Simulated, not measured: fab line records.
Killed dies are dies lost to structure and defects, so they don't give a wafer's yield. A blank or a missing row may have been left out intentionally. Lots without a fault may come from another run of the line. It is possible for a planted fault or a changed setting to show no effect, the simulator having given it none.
Which tool was responsible? / flow nand harc / 11 lots with 33 wafers sampled at 7 steps, on a route of 1159 steps

WHAT THE GAUGES SHOWED, per wafer
NHARC_P_CONTACT_CD_MEAS_12: the cd target is 90 nm. Usual: cd nm reads 90.0 nm (standard deviation 0.61).
lot=L443; measured=day 5 18:44; on=cd sem-02; cd nm (nm)=90.1 88.7 89.9; flag=
lot=L445; measured=day 6 04:26; on=cd sem-03; cd nm (nm)=90.4 90.2 91.0; flag=
lot=L446; measured=day 6 18:25; on=cd sem-03; cd nm (nm)=90.4 90.7 89.4; flag=
lot=L449; measured=day 7 12:08; on=cd sem-03; cd nm (nm)=90.3 90.9 90.4; flag=
lot=L448; measured=day 7 12:59; on=cd sem-03; cd nm (nm)=89.5 90.4 89.8; flag=
lot=L454; measured=day 8 22:12; on=cd sem-01; cd nm (nm)=89.8 89.5 89.9; flag=
lot=L455; measured=day 9 00:05; on=cd sem-02; cd nm (nm)=90.5 89.6 91.0; flag=
lot=L456; measured=day 9 05:31; on=cd sem-01; cd nm (nm)=89.5 89.5 90.1; flag=
lot=L461; measured=day 10 02:03; on=cd sem-01; cd nm (nm)=91.5 90.9 90.0; flag=
lot=L463; measured=day 10 16:07; on=cd sem-03; cd nm (nm)=90.1 90.0 89.8; flag=
lot=L465; measured=day 11 01:44; on=cd sem-01; cd nm (nm)=90.1 90.3 90.0; flag=

NHARC_P_M0_CD_MEAS_09: the cd target is 90 nm. Usual: cd nm reads 89.9 nm (standard deviation 0.57).
lot=L443; measured=day 6 13:53; on=cd sem-03; cd nm (nm)=90.2 90.6 90.6; flag=
lot=L445; measured=day 6 15:03; on=cd sem-01; cd nm (nm)=89.5 89.4 89.9; flag=
lot=L446; measured=day 7 02:23; on=cd sem-01; cd nm (nm)=89.4 90.7 90.5; flag=
lot=L449; measured=day 7 18:51; on=cd sem-02; cd nm (nm)=90.0 90.5 90.0; flag=
lot=L448; measured=day 7 19:42; on=cd sem-03; cd nm (nm)=89.7 89.7 89.3; flag=
lot=L454; measured=day 9 02:34; on=cd sem-01; cd nm (nm)=88.3 89.1 89.3; flag=
lot=L455; measured=day 9 04:34; on=cd sem-03; cd nm (nm)=90.4 89.9 90.7; flag=
lot=L456; measured=day 9 16:35; on=cd sem-03; cd nm (nm)=83.8 89.4 89.8; flag=OFF
lot=L461; measured=day 10 10:36; on=cd sem-02; cd nm (nm)=85.0 89.2 84.7; flag=OFF
lot=L463; measured=day 10 20:40; on=cd sem-03; cd nm (nm)=90.1 89.9 90.2; flag=
lot=L465; measured=day 11 07:19; on=cd sem-03; cd nm (nm)=91.1 90.6 90.1; flag=

NHARC_P_M0_CD_MEAS_16. Usual: cd nm reads 89.5 nm (standard deviation 0.71).
lot=L443; measured=day 6 14:25; on=cd sem-01; cd nm (nm)=89.7 90.2 90.3; flag=
lot=L445; measured=day 6 15:32; on=cd sem-03; cd nm (nm)=88.9 89.3 89.5; flag=
lot=L446; measured=day 7 02:53; on=cd sem-03; cd nm (nm)=88.7 89.2 89.7; flag=
lot=L449; measured=day 7 19:20; on=cd sem-02; cd nm (nm)=90.0 89.5 89.2; flag=
lot=L448; measured=day 7 20:13; on=cd sem-01; cd nm (nm)=89.4 90.3 89.1; flag=
lot=L454; measured=day 9 03:02; on=cd sem-03; cd nm (nm)=87.6 87.5 88.5; flag=
lot=L455; measured=day 9 05:04; on=cd sem-03; cd nm (nm)=89.7 89.9 90.5; flag=
lot=L456; measured=day 9 17:04; on=cd sem-01; cd nm (nm)=84.2 88.5 89.2; flag=OFF
lot=L461; measured=day 10 11:05; on=cd sem-03; cd nm (nm)=84.4 88.8 84.6; flag=OFF
lot=L463; measured=day 10 21:08; on=cd sem-02; cd nm (nm)=89.4 90.1 90.1; flag=
lot=L465; measured=day 11 07:50; on=cd sem-03; cd nm (nm)=91.6 90.7 90.8; flag=

NHARC_END_SORT_01. Usual: defect limited yield 95.3 %, standard deviation 1.6; killed at array 27, standard deviation 12; killed at other 0.8, standard deviation 1; killed at periphery 4.0, standard deviation 2.5; killed dies 32, standard deviation 11; killed open 3.3, standard deviation 1.8; killed short 2.0, standard deviation 1.5; sort_bin_2_pct 1.5 %, standard deviation 0.59; sort_bin_3_pct 0.27 %, standard deviation 0.22; sort_bin_4_pct 3.0 %, standard deviation 1.1; sort n pass 645, standard deviation 11; sort rim yield pct 95.6 %, standard deviation 2.7; sort yield pct 95.3 %, standard deviation 1.6.
lot=L446; measured=day 20 09:12; on=prober-01; defect limited yield (%)=97.0 97.5 97.0; killed at array=15 14 17; killed at other=1 0 0; killed at periphery=4 3 3; killed dies=20 17 20; killed open=7 4 5; killed short=3 2 3; sort_bin_2_pct (%)=0.9 1.0 1.0; sort_bin_3_pct (%)=0.15 0.30 0; sort_bin_4_pct (%)=1.9 1.2 1.9; sort n pass=657 660 657; sort rim yield pct (%)=100.0 98.1 97.2; sort yield pct (%)=97.0 97.5 97.0; flag=
lot=L454; measured=day 22 00:13; on=prober-02; defect limited yield (%)=95.1 92.3 93.6; killed at array=31 46 41; killed at other=0 2 0; killed at periphery=2 4 2; killed dies=33 52 43; killed open=3 4 4; killed short=2 6 0; sort_bin_2_pct (%)=1.5 1.8 2.4; sort_bin_3_pct (%)=0.59 0.30 0; sort_bin_4_pct (%)=2.8 5.6 4.0; sort n pass=644 625 634; sort rim yield pct (%)=88.7 94.3 100.0; sort yield pct (%)=95.1 92.3 93.6; flag=
lot=L455; measured=day 22 03:44; on=prober-01; defect limited yield (%)=97.6 95.3 98.4; killed at array=15 29 9; killed at other=0 0 0; killed at periphery=1 3 2; killed dies=16 32 11; killed open=1 3 3; killed short=1 2 1; sort_bin_2_pct (%)=0.3 2.1 0.3; sort_bin_3_pct (%)=0.15 0.30 0; sort_bin_4_pct (%)=1.9 2.4 1.3; sort n pass=661 645 666; sort rim yield pct (%)=100.0 99.1 100.0; sort yield pct (%)=97.6 95.3 98.4; flag=
lot=L456; measured=day 22 09:38; on=prober-02; defect limited yield (%)=93.2 92.6 94.2; killed at array=40 46 32; killed at other=1 0 0; killed at periphery=5 4 7; killed dies=46 50 39; killed open=4 4 1; killed short=3 4 4; sort_bin_2_pct (%)=2.1 2.1 1.0; sort_bin_3_pct (%)=0.59 0.89 0.44; sort_bin_4_pct (%)=4.1 4.4 4.3; sort n pass=631 627 638; sort rim yield pct (%)=91.5 93.4 92.5; sort yield pct (%)=93.2 92.6 94.2; flag=
lot=L461; measured=day 23 21:43; on=prober-02; defect limited yield (%)=95.7 96.3 95.1; killed at array=23 18 26; killed at other=2 2 3; killed at periphery=4 5 4; killed dies=29 25 33; killed open=4 5 0; killed short=2 2 7; sort_bin_2_pct (%)=1.6 0.9 1.3; sort_bin_3_pct (%)=0 0.44 0.30; sort_bin_4_pct (%)=2.7 2.4 3.2; sort n pass=648 652 644; sort rim yield pct (%)=97.2 97.2 94.3; sort yield pct (%)=95.7 96.3 95.1; flag=

WHICH TOOL RAN EACH LOT (tool, then ch and the chambers of the sampled wafers, then the start)
lot=L443; NHARC_P_CONTACT_CMP_24=cmp-01 ch 0,1,2, day 6 12:40; NHARC_P_M0_PEB_07=litho track-04 ch 0, day 6 13:48; NHARC_P_M0_PRE_CLEAN_29=pvd sputter-01, no start
lot=L445; NHARC_P_CONTACT_CMP_24=cmp-01 ch 0,2, day 6 13:46; NHARC_P_M0_PEB_07=litho track-06 ch 0, day 6 14:58; NHARC_P_M0_PRE_CLEAN_29=pvd sputter-01, no start
lot=L446; NHARC_P_CONTACT_CMP_24=cmp-02 ch 1,2, day 7 01:07; NHARC_P_M0_PEB_07=litho track-06 ch 0, day 7 02:19; NHARC_P_M0_PRE_CLEAN_29=pvd sputter-02, day 20 09:12 or earlier
lot=L449; NHARC_P_CONTACT_CMP_24=cmp-02 ch 0,1,3, day 7 17:29; NHARC_P_M0_PEB_07=litho track-06 ch 0, day 7 18:46; NHARC_P_M0_PRE_CLEAN_29=pvd sputter-02, no start
lot=L448; NHARC_P_CONTACT_CMP_24=cmp-02 ch 0,1,2, day 7 18:27; NHARC_P_M0_PEB_07=litho track-04 ch 0, day 7 19:37; NHARC_P_M0_PRE_CLEAN_29=pvd sputter-02, no start
lot=L454; NHARC_P_CONTACT_CMP_24=cmp-01 ch 0,1,2, day 9 01:23; NHARC_P_M0_PEB_07=litho track-04 ch 0, day 9 02:29; NHARC_P_M0_PRE_CLEAN_29=pvd sputter-01, day 22 00:13 or earlier
lot=L455; NHARC_P_CONTACT_CMP_24=cmp-03 ch 1,3, day 9 03:24; NHARC_P_M0_PEB_07=litho track-06 ch 0, day 9 04:29; NHARC_P_M0_PRE_CLEAN_29=pvd sputter-02, day 22 03:44 or earlier
lot=L456; NHARC_P_CONTACT_CMP_24=cmp-02 ch 0,2,3, day 9 15:16; NHARC_P_M0_PEB_07=litho track-04 ch 0, day 9 16:30; NHARC_P_M0_PRE_CLEAN_29=pvd sputter-02, day 22 09:38 or earlier
lot=L461; NHARC_P_CONTACT_CMP_24=cmp-02 ch 0,1,3, day 10 09:16; NHARC_P_M0_PEB_07=litho track-04 ch 0, day 10 10:31; NHARC_P_M0_PRE_CLEAN_29=pvd sputter-02, day 23 21:43 or earlier
lot=L463; NHARC_P_CONTACT_CMP_24=cmp-03 ch 0,1,3, day 10 19:21; NHARC_P_M0_PEB_07=litho track-06 ch 0, day 10 20:35; NHARC_P_M0_PRE_CLEAN_29=pvd sputter-02, no start
lot=L465; NHARC_P_CONTACT_CMP_24=cmp-02 ch 1,2,3, day 11 06:13; NHARC_P_M0_PEB_07=litho track-01 ch 0, day 11 07:14; NHARC_P_M0_PRE_CLEAN_29=pvd sputter-02, no start
- NHARC_P_CONTACT_CMP_24: polishes, t overpolish 30 s, target thk 200 nm.
- NHARC_P_M0_PEB_07: peb time 65 s.
- NHARC_P_M0_PRE_CLEAN_29: time 30 s.

WHAT THE TOOLS THEMSELVES READ (means of the sampled wafers that have a number; where no wafer has one, the mark that the record gives instead)
NHARC_P_CONTACT_CMP_24. Usual: motor current A 11.9 A, standard deviation 0.99; overpolish run s 29.999 s, standard deviation 0.0086; retaining ring pressure frac 1.000, standard deviation 0.0046; time to endpoint s 42 s, standard deviation 3.4.
lot=L443; tool=cmp-01; motor current A (A)=12.0; overpolish run s (s)=29.996; retaining ring pressure frac=0.997; time to endpoint s (s)=37; flag=
lot=L445; tool=cmp-01; motor current A (A)=11.8; overpolish run s (s)=29.994; retaining ring pressure frac=1.002; time to endpoint s (s)=39; flag=
lot=L446; tool=cmp-02; motor current A (A)=12.1; overpolish run s (s)=29.992; retaining ring pressure frac=1.002; time to endpoint s (s)=42; flag=
lot=L449; tool=cmp-02; motor current A (A)=11.4; overpolish run s (s)=29.994; retaining ring pressure frac=0.998; time to endpoint s (s)=41; flag=
lot=L448; tool=cmp-02; motor current A (A)=11.9; overpolish run s (s)=30.000; retaining ring pressure frac=1.002; time to endpoint s (s)=40; flag=
lot=L454; tool=cmp-01; motor current A (A)=11.6; overpolish run s (s)=30.006; retaining ring pressure frac=1.001; time to endpoint s (s)=37; flag=
lot=L455; tool=cmp-03; motor current A (A)=11.3; overpolish run s (s)=29.999; retaining ring pressure frac=0.999; time to endpoint s (s)=46; flag=
lot=L456; tool=cmp-02; motor current A (A)=11.9; overpolish run s (s)=30.001; retaining ring pressure frac=1.003; time to endpoint s (s)=39; flag=
lot=L461; tool=cmp-02; motor current A (A)=11.2; overpolish run s (s)=30.004; retaining ring pressure frac=0.995; time to endpoint s (s)=43; flag=
lot=L463; tool=cmp-03; motor current A (A)=11.7; overpolish run s (s)=29.999; retaining ring pressure frac=0.998; time to endpoint s (s)=47; flag=
lot=L465; tool=cmp-02; motor current A (A)=11.8; overpolish run s (s)=30.005; retaining ring pressure frac=1.004; time to endpoint s (s)=46; flag=

NHARC_P_M0_PEB_07. Usual: heater power total W 156.6 W, standard deviation 0.41; resist line temp C 23.00 C, standard deviation 0.099.
lot=L443; tool=litho track-04; heater power total W (W)=156.4; resist line temp C (C)=23.00; flag=
lot=L445; tool=litho track-06; heater power total W (W)=156.7; resist line temp C (C)=23.02; flag=
lot=L446; tool=litho track-06; heater power total W (W)=156.8; resist line temp C (C)=23.03; flag=
lot=L449; tool=litho track-06; heater power total W (W)=156.8; resist line temp C (C)=22.88; flag=
lot=L448; tool=litho track-04; heater power total W (W)=156.3; resist line temp C (C)=22.90; flag=
lot=L454; tool=litho track-04; heater power total W (W)=156.8; resist line temp C (C)=22.94; flag=
lot=L455; tool=litho track-06; heater power total W (W)=156.2; resist line temp C (C)=23.08; flag=
lot=L456; tool=litho track-04; heater power total W (W)=160.0; resist line temp C (C)=23.09; flag=OFF
lot=L461; tool=litho track-04; heater power total W (W)=163.7; resist line temp C (C)=22.92; flag=OFF
lot=L463; tool=litho track-06; heater power total W (W)=156.6; resist line temp C (C)=23.03; flag=
lot=L465; tool=litho track-01; heater power total W (W)=156.5; resist line temp C (C)=23.00; flag=

NHARC_P_M0_PRE_CLEAN_29. Usual: heater power w reads 401 W (standard deviation 32).
lot=L443; tool=pvd sputter-01; heater power w (W)=414; flag=
lot=L445; tool=pvd sputter-01; heater power w (W)=442; flag=
lot=L446; tool=pvd sputter-02; heater power w (W)=414; flag=
lot=L449; tool=pvd sputter-02; heater power w (W)=385; flag=
lot=L448; tool=pvd sputter-02; heater power w (W)=398; flag=
lot=L454; tool=pvd sputter-01; heater power w (W)=405; flag=
lot=L455; tool=pvd sputter-02; heater power w (W)=384; flag=
lot=L456; tool=pvd sputter-02; heater power w (W)=404; flag=
lot=L461; tool=pvd sputter-02; heater power w (W)=389; flag=
lot=L463; tool=pvd sputter-02; heater power w (W)=405; flag=
lot=L465; tool=pvd sputter-02; heater power w (W)=385; flag=

THE ANSWER, worked out from the rows above alone
Rule: a lot counts as off when the mean over its wafers that have a number is more than 3 standard deviations away from the usual mean. A lot without any number at a reading at which 4 lots or more have one is off too. Where the step has rows for the other lots, those lots are counted as sound. First the gauges in route order, then the tools' own readings, where a lot's mean is used as printed above. The first step at which some lot is off is used, and at that step the reading that is off furthest; a lot without a number counts as furthest.
Off: L456, L461 (NHARC_P_M0_CD_MEAS_09, cd nm).
A tool fits if, at a process step before that reading, it ran every lot that is off, and no sound lot after the first of them. The gauges at NHARC_P_M0_CD_MEAS_09 aren't tried: what is off there is off at NHARC_P_M0_PEB_07 too, on other tools, and a gauge's error can't cause that. One candidate fits, namely litho track-04 at NHARC_P_M0_PEB_07. Its last sound lot is L454 (day 9 02:29), its first lot that is off L456 (day 9 16:30): a fault that began between those two fits.
The tool's own readings at NHARC_P_M0_PEB_07 bear it out: on the lots that are off they differ by more than 5 times the standard deviation of the sound lots' means. heater power total W reads 161.8 W there against 156.6 W on the sound lots.

WHAT THE SIMULATOR HAD PUT IN
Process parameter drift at NHARC_P_M0_PEB_07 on litho track-04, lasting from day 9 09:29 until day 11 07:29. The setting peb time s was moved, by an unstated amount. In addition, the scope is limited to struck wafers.
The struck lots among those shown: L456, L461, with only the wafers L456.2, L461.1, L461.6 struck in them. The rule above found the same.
